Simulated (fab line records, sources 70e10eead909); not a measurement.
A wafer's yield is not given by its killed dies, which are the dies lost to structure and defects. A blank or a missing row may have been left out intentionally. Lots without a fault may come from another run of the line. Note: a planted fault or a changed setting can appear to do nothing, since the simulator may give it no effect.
Chamber matching :: flow nand harc :: NHARC_A_CHANNEL_FILL_D1_ALD_02 on ald hk-04: 4 sister chambers
The step deposits SiO2, target thk 6 nm, pulse time 10 s, ald cycles 60. 24 wafers are shown with their chamber, then 12 later ones without.

== WAFERS WITH THEIR CHAMBER ==
wafer: L076.1
chamber: 2
heater power w (W): 458
precursor pulse height rel: 1.027

wafer: L076.2
chamber: 0
heater power w (W): 538
precursor pulse height rel: 0.991

wafer: L076.4
chamber: 1
heater power w (W): 465
precursor pulse height rel: 1.025

wafer: L077.3
chamber: 2
heater power w (W): 478
precursor pulse height rel: 0.979

wafer: L077.4
chamber: 1
heater power w (W): 461
precursor pulse height rel: 1.013

wafer: L077.5
chamber: 3
heater power w (W): 513
precursor pulse height rel: 0.974

wafer: L080.2
chamber: 0
heater power w (W): 554
precursor pulse height rel: 1.001

wafer: L080.3
chamber: 1
heater power w (W): 453
precursor pulse height rel: 1.014

wafer: L080.5
chamber: 0
heater power w (W): 550
precursor pulse height rel: 1.028

wafer: L082.2
chamber: 2
heater power w (W): 474
precursor pulse height rel: 0.980

wafer: L082.4
chamber: 1
heater power w (W): 463
precursor pulse height rel: 0.975

wafer: L082.5
chamber: 1
heater power w (W): 451
precursor pulse height rel: 0.989

wafer: L084.3
chamber: 2
heater power w (W): 477
precursor pulse height rel: 1.027

wafer: L084.5
chamber: 2
heater power w (W): 472
precursor pulse height rel: 0.999

wafer: L084.6
chamber: 1
heater power w (W): 456
precursor pulse height rel: 1.034

wafer: L086.2
chamber: 3
heater power w (W): 520
precursor pulse height rel: 0.988

wafer: L086.5
chamber: 1
heater power w (W): 463
precursor pulse height rel: 0.979

wafer: L086.6
chamber: 0
heater power w (W): 540
precursor pulse height rel: 1.015

wafer: L087.3
chamber: 0
heater power w (W): 530
precursor pulse height rel: 1.033

wafer: L087.5
chamber: 3
heater power w (W): 519
precursor pulse height rel: 0.992

wafer: L087.6
chamber: 0
heater power w (W): 528
precursor pulse height rel: 1.028

wafer: L089.1
chamber: 1
heater power w (W): 457
precursor pulse height rel: 0.987

wafer: L089.4
chamber: 3
heater power w (W): 506
precursor pulse height rel: 0.991

wafer: L089.5
chamber: 0
heater power w (W): 540
precursor pulse height rel: 0.997

SIGNATURES (means of the wafers above)
reading: heater power w
chamber 0: 540.00
chamber 1: 458.62
chamber 2: 471.80
chamber 3: 514.50
scatter within a chamber: 7.46

reading: precursor pulse height rel
chamber 0: 1.01329
chamber 1: 1.00200
chamber 2: 1.00240
chamber 3: 0.98625
scatter within a chamber: 0.0196
Rule: a wafer lies at a distance from a chamber equal to the root of the sum of squares, over the readings, of (its reading less the chamber's mean, divided by the reading's scatter). If the next closest chamber is less than 2 further off than the closest, the wafer can't be placed; otherwise it belongs to the closest. How the scatter is found: for the shown wafers, subtract from each reading the mean of its chamber, square and add these, divide the total by (wafers less chambers), then take the root.

== WAFERS WITHOUT THEIR CHAMBER ==
wafer: L091.3
heater power w (W): 480
precursor pulse height rel: 1.008

wafer: L091.4
heater power w (W): 524
precursor pulse height rel: 1.010

wafer: L091.5
heater power w (W): 513
precursor pulse height rel: 0.994

wafer: L093.1
heater power w (W): 528
precursor pulse height rel: 1.013

wafer: L093.5
heater power w (W): 537
precursor pulse height rel: 1.013

wafer: L093.6
heater power w (W): 453
precursor pulse height rel: 0.960

wafer: L094.1
heater power w (W): 484
precursor pulse height rel: 1.002

wafer: L094.2
heater power w (W): 528
precursor pulse height rel: 0.997

wafer: L094.5
heater power w (W): 455
precursor pulse height rel: 1.022

wafer: L096.2
heater power w (W): 512
precursor pulse height rel: 1.033

wafer: L096.3
heater power w (W): 467
precursor pulse height rel: 0.964

wafer: L096.4
heater power w (W): 521
precursor pulse height rel: 1.004

== THE CHAMBER EACH PASSED THROUGH ==
wafer: L091.3
from the rows above: can't be placed: 2 or 1
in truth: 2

wafer: L091.4
from the rows above: can't be placed: 3 or 0
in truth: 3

wafer: L091.5
from the rows above: 3
in truth: 3

wafer: L093.1
from the rows above: can't be placed: 0 or 3
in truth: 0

wafer: L093.5
from the rows above: 0
in truth: 0

wafer: L093.6
from the rows above: can't be placed: 1 or 2
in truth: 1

wafer: L094.1
from the rows above: can't be placed: 2 or 1
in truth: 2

wafer: L094.2
from the rows above: can't be placed: 0 or 3
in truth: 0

wafer: L094.5
from the rows above: can't be placed: 1 or 2
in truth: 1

wafer: L096.2
from the rows above: can't be placed: 3 or 0
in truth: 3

wafer: L096.3
from the rows above: can't be placed: 2 or 1
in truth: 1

wafer: L096.4
from the rows above: can't be placed: 3 or 0
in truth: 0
Correct placement for 2 of the 12. These rows do not allow placing 10 (true chamber among the candidates in 10). Wrongly placed: 0.
